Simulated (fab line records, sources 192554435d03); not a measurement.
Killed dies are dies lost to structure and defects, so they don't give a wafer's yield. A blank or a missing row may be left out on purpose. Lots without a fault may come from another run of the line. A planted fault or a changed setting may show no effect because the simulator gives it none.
Which tool did it? | flow n5_finfet | 24 lots, 72 wafers sampled, at 6 steps of a route of 1938

WHAT THE GAUGES READ, wafer by wafer
N5_BEOL_M2_RS_MEAS_58: measures by four-point-probe. Usual: M2_RS 0.64 ohm/sq, standard deviation 0.031.
lot  | measured     | on            | M2_RS (ohm/sq) | flag
L074 | day 7 06:23  | film_metro-01 | 0.64 0.60 0.57 |
L075 | day 7 06:31  | film_metro-01 | 0.67 0.61 0.61 |
L077 | day 7 12:28  | film_metro-01 | 0.65 0.59 0.66 |
L076 | day 7 12:41  | film_metro-01 | 0.58 0.62 0.58 |
L078 | day 7 18:19  | film_metro-02 | 0.67 0.65 0.64 |
L079 | day 8 00:28  | film_metro-02 | 0.62 0.64 0.64 |
L081 | day 8 12:09  | film_metro-01 | 0.58 0.63 0.63 |
L080 | day 8 12:31  | film_metro-02 | 0.63 0.59 0.63 |
L082 | day 9 00:11  | film_metro-02 | 0.63 0.64 0.68 |
L083 | day 9 03:36  | film_metro-02 | 0.62 0.69 0.65 |
L084 | day 9 13:49  | film_metro-02 | 0.65 0.64 0.66 |
L085 | day 9 17:42  | film_metro-02 | 0.65 0.60 0.59 |
L087 | day 10 08:36 | film_metro-01 | 0.64 0.62 0.69 |
L088 | day 10 13:00 | film_metro-01 | 0.67 0.63 0.64 |
L086 | day 10 13:26 | film_metro-01 | 0.65 0.67 0.64 |
L089 | day 10 18:26 | film_metro-02 | 0.61 0.64 0.61 |
L090 | day 10 19:50 | film_metro-02 | 0.67 0.63 0.68 |
L091 | day 11 02:10 | film_metro-02 | 0.64 0.65 0.61 |
L092 | day 11 10:38 | film_metro-01 | 0.70 0.69 0.70 |
L093 | day 11 14:04 | film_metro-02 | 0.61 0.65 0.62 |
L094 | day 12 07:34 | film_metro-02 | 0.65 0.64 0.65 |
L096 | day 12 09:55 | film_metro-01 | 0.63 0.62 0.62 |
L095 | day 12 12:30 | film_metro-02 | 0.70 0.72 0.70 |
L097 | day 12 14:20 | film_metro-02 | 0.65 0.65 0.68 |

WHICH TOOL RAN EACH LOT (tool, then ch and the chambers of the sampled wafers, then the start)
lot  | N5_BEOL_M2_ETCH_70                 | N5_BEOL_M2_SURFACE_TREAT_85  | N5_BEOL_M2_SPUTTER_79        | N5_BEOL_M2_SPUTTER_92        | N5_BEOL_M2_ANNEAL_95
L074 | rie_diel-01 ch 0,1,2, day 7 02:23  | pvd_sputter-01, day 7 03:17  | pvd_sputter-02, day 7 03:48  | pvd_sputter-02, day 7 04:54  | pvd_sputter-02, day 7 05:12
L075 | rie_diel-03 ch 0,1,2, day 7 02:26  | pvd_sputter-01, day 7 03:25  | pvd_sputter-01, day 7 03:56  | pvd_sputter-01, day 7 05:02  | pvd_sputter-01, day 7 05:20
L077 | rie_diel-01 ch 0,2,3, day 7 08:05  | pvd_sputter-02, day 7 09:13  | pvd_sputter-03, day 7 09:40  | pvd_sputter-03, day 7 10:46  | pvd_sputter-03, day 7 11:04
L076 | rie_diel-01 ch 1,2,3, day 7 08:27  | pvd_sputter-02, day 7 09:20  | pvd_sputter-01, day 7 09:49  | pvd_sputter-01, day 7 10:55  | pvd_sputter-01, day 7 11:13
L078 | rie_diel-05 ch 0,2, day 7 14:16    | pvd_sputter-03, day 7 15:10  | pvd_sputter-02, day 7 15:43  | pvd_sputter-02, day 7 16:49  | pvd_sputter-02, day 7 17:07
L079 | rie_diel-01 ch 1,2, day 7 20:05    | pvd_sputter-01, day 7 21:21  | pvd_sputter-03, day 7 21:50  | pvd_sputter-03, day 7 22:56  | pvd_sputter-03, day 7 23:14
L081 | rie_diel-03 ch 1,2, day 8 07:41    | pvd_sputter-02, day 8 08:55  | pvd_sputter-02, day 8 09:32  | pvd_sputter-02, day 8 10:38  | pvd_sputter-02, day 8 10:56
L080 | rie_diel-01 ch 0,2,3, day 8 07:45  | pvd_sputter-02, day 8 09:16  | pvd_sputter-01, day 8 09:55  | pvd_sputter-01, day 8 11:01  | pvd_sputter-01, day 8 11:19
L082 | rie_diel-03 ch 0,1,3, day 8 18:41  | pvd_sputter-02, day 8 21:04  | pvd_sputter-02, day 8 21:36  | pvd_sputter-02, day 8 22:42  | pvd_sputter-02, day 8 23:00
L083 | rie_diel-01 ch 0,2, day 8 23:05    | pvd_sputter-02, day 9 00:30  | pvd_sputter-01, day 9 01:01  | pvd_sputter-01, day 9 02:07  | pvd_sputter-01, day 9 02:25
L084 | rie_diel-05 ch 1,2, day 9 07:34    | pvd_sputter-03, day 9 10:41  | pvd_sputter-03, day 9 11:14  | pvd_sputter-03, day 9 12:20  | pvd_sputter-03, day 9 12:38
L085 | rie_diel-03 ch 1,2,3, day 9 13:04  | pvd_sputter-02, day 9 14:37  | pvd_sputter-02, day 9 15:05  | pvd_sputter-02, day 9 16:11  | pvd_sputter-02, day 9 16:29
L087 | rie_diel-01 ch 1,2, day 10 04:20   | pvd_sputter-03, day 10 05:15 | pvd_sputter-02, day 10 06:01 | pvd_sputter-02, day 10 07:07 | pvd_sputter-02, day 10 07:25
L088 | rie_diel-01 ch 0,2,3, day 10 08:51 | pvd_sputter-02, day 10 09:56 | pvd_sputter-03, day 10 10:25 | pvd_sputter-03, day 10 11:31 | pvd_sputter-03, day 10 11:49
L086 | rie_diel-03 ch 1,3, day 10 09:01   | pvd_sputter-02, day 10 10:17 | pvd_sputter-02, day 10 10:51 | pvd_sputter-02, day 10 11:57 | pvd_sputter-02, day 10 12:15
L089 | rie_diel-01 ch 0,3, day 10 13:39   | pvd_sputter-02, day 10 15:05 | pvd_sputter-02, day 10 15:51 | pvd_sputter-02, day 10 16:57 | pvd_sputter-02, day 10 17:15
L090 | rie_diel-01 ch 1,2, day 10 15:09   | pvd_sputter-03, day 10 16:40 | pvd_sputter-03, day 10 17:15 | pvd_sputter-03, day 10 18:21 | pvd_sputter-03, day 10 18:39
L091 | rie_diel-01 ch 0,1,2, day 10 21:48 | pvd_sputter-03, day 10 23:07 | pvd_sputter-02, day 10 23:35 | pvd_sputter-02, day 11 00:41 | pvd_sputter-02, day 11 00:59
L092 | rie_diel-05 ch 2,3, day 11 06:19   | pvd_sputter-01, day 11 07:35 | pvd_sputter-03, day 11 08:02 | pvd_sputter-03, day 11 09:08 | pvd_sputter-03, day 11 09:26
L093 | rie_diel-03 ch 0,1,3, day 11 09:31 | pvd_sputter-03, day 11 10:47 | pvd_sputter-03, day 11 11:16 | pvd_sputter-03, day 11 12:22 | pvd_sputter-03, day 11 12:40
L094 | rie_diel-01 ch 0,1,3, day 12 02:10 | pvd_sputter-01, day 12 04:28 | pvd_sputter-01, day 12 04:59 | pvd_sputter-01, day 12 06:05 | pvd_sputter-01, day 12 06:23
L096 | rie_diel-03 ch 1,3, day 12 04:47   | pvd_sputter-02, day 12 06:28 | pvd_sputter-02, day 12 07:05 | pvd_sputter-02, day 12 08:11 | pvd_sputter-02, day 12 08:29
L095 | rie_diel-05 ch 0,1,3, day 12 07:56 | pvd_sputter-02, day 12 09:08 | pvd_sputter-02, day 12 09:54 | pvd_sputter-02, day 12 11:00 | pvd_sputter-02, day 12 11:18
L097 | rie_diel-03 ch 1,2,3, day 12 08:02 | pvd_sputter-03, day 12 09:19 | pvd_sputter-03, day 12 11:28 | pvd_sputter-03, day 12 12:34 | pvd_sputter-03, day 12 12:52
- N5_BEOL_M2_ETCH_70: etches SOC in N2/H2, target depth 80 nm, overetch 24 nm, time 130 s.
- N5_BEOL_M2_SURFACE_TREAT_85
- N5_BEOL_M2_SPUTTER_79: material Cu, target thk 4.5 nm, time 8.29 s.
- N5_BEOL_M2_SPUTTER_92: material Cu, target thk 4.5 nm, time 8.29 s.
- N5_BEOL_M2_ANNEAL_95: time 240 s.

WHAT THE TOOLS THEMSELVES READ (means of the sampled wafers that have a number; where no wafer has one, the mark that the record gives instead)
N5_BEOL_M2_ETCH_70. Usual: drypump_motor_current_A 5.7 A, standard deviation 0.45; oes_product_au 0.60 a.u., standard deviation 0.056; rf_vpp_V 523.8 V, standard deviation 2.3; showerhead_plenum_p_Torr 2.54 Torr, standard deviation 0.081; throttle_valve_pct 17.8 %, standard deviation 0.33.
lot  | tool        | drypump_motor_current_A (A) | oes_product_au (a.u.) | rf_vpp_V (V) | showerhead_plenum_p_Torr (Torr) | throttle_valve_pct (%) | flag
L074 | rie_diel-01 | 5.5                         | 0.60                  | 522.8        | 2.53                            | 17.8                   |
L075 | rie_diel-03 | 6.1                         | 0.62                  | 521.8        | 2.46                            | 17.7                   |
L077 | rie_diel-01 | 5.4                         | 0.58                  | 523.1        | 2.49                            | 17.8                   |
L076 | rie_diel-01 | 5.5                         | 0.60                  | 523.7        | 2.53                            | 17.9                   |
L078 | rie_diel-05 | 5.7                         | 0.58                  | 527.6        | 2.66                            | 17.6                   |
L079 | rie_diel-01 | 5.7                         | 0.57                  | 524.3        | 2.55                            | 18.1                   |
L081 | rie_diel-03 | 6.2                         | 0.65                  | 523.0        | 2.48                            | 17.6                   |
L080 | rie_diel-01 | 5.4                         | 0.58                  | 521.5        | 2.49                            | 17.9                   |
L082 | rie_diel-03 | 5.9                         | 0.59                  | 523.9        | 2.52                            | 17.8                   |
L083 | rie_diel-01 | 5.6                         | 0.54                  | 522.1        | 2.50                            | 18.1                   |
L084 | rie_diel-05 | 5.9                         | 0.52                  | 525.0        | 2.59                            | 18.1                   |
L085 | rie_diel-03 | 6.1                         | 0.63                  | 524.3        | 2.54                            | 17.7                   |
L087 | rie_diel-01 | 5.6                         | 0.60                  | 524.7        | 2.56                            | 17.8                   |
L088 | rie_diel-01 | 5.4                         | 0.56                  | 521.7        | 2.48                            | 17.9                   |
L086 | rie_diel-03 | 6.3                         | 0.63                  | 524.1        | 2.54                            | 17.7                   |
L089 | rie_diel-01 | 5.2                         | 0.60                  | 521.9        | 2.47                            | 17.7                   |
L090 | rie_diel-01 | 5.7                         | 0.55                  | 523.0        | 2.54                            | 18.1                   |
L091 | rie_diel-01 | 5.5                         | 0.58                  | 522.9        | 2.52                            | 17.8                   |
L092 | rie_diel-05 | 5.8                         | 0.51                  | 524.4        | 2.55                            | 18.0                   |
L093 | rie_diel-03 | 6.0                         | 0.64                  | 526.0        | 2.62                            | 17.6                   |
L094 | rie_diel-01 | 5.3                         | 0.60                  | 523.5        | 2.50                            | 17.6                   |
L096 | rie_diel-03 | 6.3                         | 0.62                  | 523.7        | 2.53                            | 17.7                   |
L095 | rie_diel-05 | 5.5                         | 0.54                  | 524.1        | 2.56                            | 17.9                   |
L097 | rie_diel-03 | 6.1                         | 0.60                  | 524.0        | 2.53                            | 17.8                   |

N5_BEOL_M2_SPUTTER_79. Usual: chuck_gas_flow_sccm 1.26 sccm, standard deviation 0.054; throttle_valve_pct 30.2 %, standard deviation 1.5.
lot  | tool           | chuck_gas_flow_sccm (sccm) | throttle_valve_pct (%) | flag
L074 | pvd_sputter-02 | 1.26                       | 31.4                   |
L075 | pvd_sputter-01 | 1.17                       | 30.1                   |
L077 | pvd_sputter-03 | 1.24                       | 31.1                   |
L076 | pvd_sputter-01 | 1.28                       | 29.0                   |
L078 | pvd_sputter-02 | 1.26                       | 31.1                   |
L079 | pvd_sputter-03 | 1.27                       | 31.9                   |
L081 | pvd_sputter-02 | 1.27                       | 29.9                   |
L080 | pvd_sputter-01 | 1.26                       | 29.3                   |
L082 | pvd_sputter-02 | 1.27                       | 30.1                   |
L083 | pvd_sputter-01 | 1.26                       | 29.1                   |
L084 | pvd_sputter-03 | 1.28                       | 30.1                   |
L085 | pvd_sputter-02 | 1.25                       | 30.6                   |
L087 | pvd_sputter-02 | 1.30                       | 29.4                   |
L088 | pvd_sputter-03 | 1.26                       | 31.0                   |
L086 | pvd_sputter-02 | 1.23                       | 31.2                   |
L089 | pvd_sputter-02 | 1.20                       | 30.0                   |
L090 | pvd_sputter-03 | 1.24                       | 31.6                   |
L091 | pvd_sputter-02 | 1.20                       | 30.5                   |
L092 | pvd_sputter-03 | 1.26                       | 31.0                   |
L093 | pvd_sputter-03 | 1.23                       | 30.1                   |
L094 | pvd_sputter-01 | 1.28                       | 28.8                   |
L096 | pvd_sputter-02 | 1.23                       | 28.4                   |
L095 | pvd_sputter-02 | 1.24                       | 30.9                   |
L097 | pvd_sputter-03 | 1.26                       | 30.2                   |

N5_BEOL_M2_SPUTTER_92. Usual: chuck_gas_flow_sccm 1.27 sccm, standard deviation 0.053; throttle_valve_pct 30.3 %, standard deviation 1.5.
lot  | tool           | chuck_gas_flow_sccm (sccm) | throttle_valve_pct (%) | flag
L074 | pvd_sputter-02 | 1.26                       | 31.3                   |
L075 | pvd_sputter-01 | 1.25                       | 30.0                   |
L077 | pvd_sputter-03 | 1.25                       | 31.1                   |
L076 | pvd_sputter-01 | 1.30                       | 28.9                   |
L078 | pvd_sputter-02 | 1.26                       | 31.0                   |
L079 | pvd_sputter-03 | 1.30                       | 31.8                   |
L081 | pvd_sputter-02 | 1.29                       | 29.9                   |
L080 | pvd_sputter-01 | 1.27                       | 29.4                   |
L082 | pvd_sputter-02 | 1.33                       | 30.2                   |
L083 | pvd_sputter-01 | 1.24                       | 29.2                   |
L084 | pvd_sputter-03 | 1.25                       | 30.2                   |
L085 | pvd_sputter-02 | 1.30                       | 30.5                   |
L087 | pvd_sputter-02 | 1.23                       | 29.4                   |
L088 | pvd_sputter-03 | 1.29                       | 31.0                   |
L086 | pvd_sputter-02 | 1.22                       | 31.2                   |
L089 | pvd_sputter-02 | 1.24                       | 29.8                   |
L090 | pvd_sputter-03 | 1.25                       | 31.6                   |
L091 | pvd_sputter-02 | 1.30                       | 30.6                   |
L092 | pvd_sputter-03 | 1.27                       | 31.1                   |
L093 | pvd_sputter-03 | 1.28                       | 30.2                   |
L094 | pvd_sputter-01 | 1.30                       | 28.9                   |
L096 | pvd_sputter-02 | 1.30                       | 28.5                   |
L095 | pvd_sputter-02 | 1.27                       | 30.8                   |
L097 | pvd_sputter-03 | 1.26                       | 30.2                   |

N5_BEOL_M2_ANNEAL_95. Usual: heater_power_w 885 W, standard deviation 68; susceptor_temp_C_max 401.1, standard deviation 0.47.
lot  | tool           | heater_power_w (W) | susceptor_temp_C_max | flag
L074 | pvd_sputter-02 | 905                | 401.4                |
L075 | pvd_sputter-01 | 802                | 401.5                |
L077 | pvd_sputter-03 | 899                | 401.2                |
L076 | pvd_sputter-01 | 819                | 401.0                |
L078 | pvd_sputter-02 | 934                | 400.9                |
L079 | pvd_sputter-03 | 886                | 401.3                |
L081 | pvd_sputter-02 | 930                | 401.2                |
L080 | pvd_sputter-01 | 907                | 401.1                |
L082 | pvd_sputter-02 | 915                | 400.7                |
L083 | pvd_sputter-01 | 830                | 401.4                |
L084 | pvd_sputter-03 | 870                | 401.1                |
L085 | pvd_sputter-02 | 908                | 401.0                |
L087 | pvd_sputter-02 | 944                | 400.9                |
L088 | pvd_sputter-03 | 889                | 401.3                |
L086 | pvd_sputter-02 | 901                | 401.4                |
L089 | pvd_sputter-02 | 918                | 401.0                |
L090 | pvd_sputter-03 | 866                | 400.6                |
L091 | pvd_sputter-02 | 918                | 401.1                |
L092 | pvd_sputter-03 | 896                | 401.1                |
L093 | pvd_sputter-03 | 842                | 400.8                |
L094 | pvd_sputter-01 | 829                | 401.0                |
L096 | pvd_sputter-02 | 934                | 400.6                |
L095 | pvd_sputter-02 | 937                | 400.9                |
L097 | pvd_sputter-03 | 872                | 401.0                |

THE ANSWER, worked out from the rows above alone
Rule: a lot is off if the mean of its wafers that have a number lies more than 3 standard deviations from the usual mean. A lot without any number at a reading at which 4 lots or more have one is off too. The other lots that the step has rows for count as sound. The gauges are gone through in route order, then the tools' own readings, and for those a lot's mean is taken as printed above. The first step at which some lot is off is used, and at that step the reading that is off furthest; a lot without a number counts as furthest.
No lot is off at any reading shown: from this, nothing can be told.

WHAT THE SIMULATOR HAD PUT IN
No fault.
